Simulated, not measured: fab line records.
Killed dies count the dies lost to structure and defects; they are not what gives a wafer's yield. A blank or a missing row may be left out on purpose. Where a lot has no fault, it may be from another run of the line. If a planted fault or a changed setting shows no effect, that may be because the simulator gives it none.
Chamber matching :: flow n5Finfet :: rieDiel-03 running N5_BEOL_M7_DESCUM_33: 4 sister chambers
The step chemistry O2, time 7 s. 8 wafers are shown with their chamber, then 10 later ones without.

== EACH WAFER AND ITS CHAMBER ==
wafer: L083.1
chamber: 0
drypumpMotorCurrentA (A): 6.8
throttleValvePct (%): 20.52

wafer: L083.5
chamber: 3
drypumpMotorCurrentA (A): 5.9
throttleValvePct (%): 20.70

wafer: L085.3
chamber: 1
drypumpMotorCurrentA (A): 6.1
throttleValvePct (%): 20.43

wafer: L085.5
chamber: 0
drypumpMotorCurrentA (A): 6.7
throttleValvePct (%): 20.57

wafer: L087.4
chamber: 1
drypumpMotorCurrentA (A): 6.1
throttleValvePct (%): 20.42

wafer: L087.5
chamber: 2
drypumpMotorCurrentA (A): 4.9
throttleValvePct (%): 20.10

wafer: L089.1
chamber: 3
drypumpMotorCurrentA (A): 6.0
throttleValvePct (%): 20.72

wafer: L089.2
chamber: 2
drypumpMotorCurrentA (A): 4.9
throttleValvePct (%): 20.10

== WAFERS MISSING THEIR CHAMBER ==
wafer: L089.6
drypumpMotorCurrentA (A): 4.9
throttleValvePct (%): 20.09

wafer: L091.3
drypumpMotorCurrentA (A): 6.1
throttleValvePct (%): 20.46

wafer: L091.4
drypumpMotorCurrentA (A): 6.7
throttleValvePct (%): 20.56

wafer: L091.5
drypumpMotorCurrentA (A): 4.9
throttleValvePct (%): 20.11

wafer: L092.1
drypumpMotorCurrentA (A): 4.9
throttleValvePct (%): 20.11

wafer: L092.2
drypumpMotorCurrentA (A): 6.1
throttleValvePct (%): 20.45

wafer: L092.5
drypumpMotorCurrentA (A): 6.8
throttleValvePct (%): 20.56

wafer: L094.1
drypumpMotorCurrentA (A): 6.1
throttleValvePct (%): 20.45

wafer: L094.4
drypumpMotorCurrentA (A): 6.7
throttleValvePct (%): 20.57

wafer: L094.5
drypumpMotorCurrentA (A): 6.7
throttleValvePct (%): 20.58

== EACH ONE'S CHAMBER ==
wafer: L089.6
from the rows above: 2
in truth: 2

wafer: L091.3
from the rows above: 1
in truth: 1

wafer: L091.4
from the rows above: 0
in truth: 0

wafer: L091.5
from the rows above: 2
in truth: 2

wafer: L092.1
from the rows above: 2
in truth: 2

wafer: L092.2
from the rows above: 1
in truth: 1

wafer: L092.5
from the rows above: 0
in truth: 0

wafer: L094.1
from the rows above: 1
in truth: 1

wafer: L094.4
from the rows above: 0
in truth: 0

wafer: L094.5
from the rows above: 0
in truth: 0
10 of 10 placed correctly. From these rows, 0 cannot be placed. Wrongly placed: 0.
How it was worked out, from the rows above alone: a wafer's distance from a chamber is the root of the sum, over the readings, of the square of ((its reading less the chamber's mean) divided by the reading's scatter). If the next closest chamber is less than 2 further off than the closest, the wafer can't be placed; otherwise it belongs to the closest. A chamber's mean is the mean of its shown wafers. How the scatter is found: for the shown wafers, subtract from each reading the mean of its chamber, square and add these, divide the total by (wafers less chambers), then take the root.
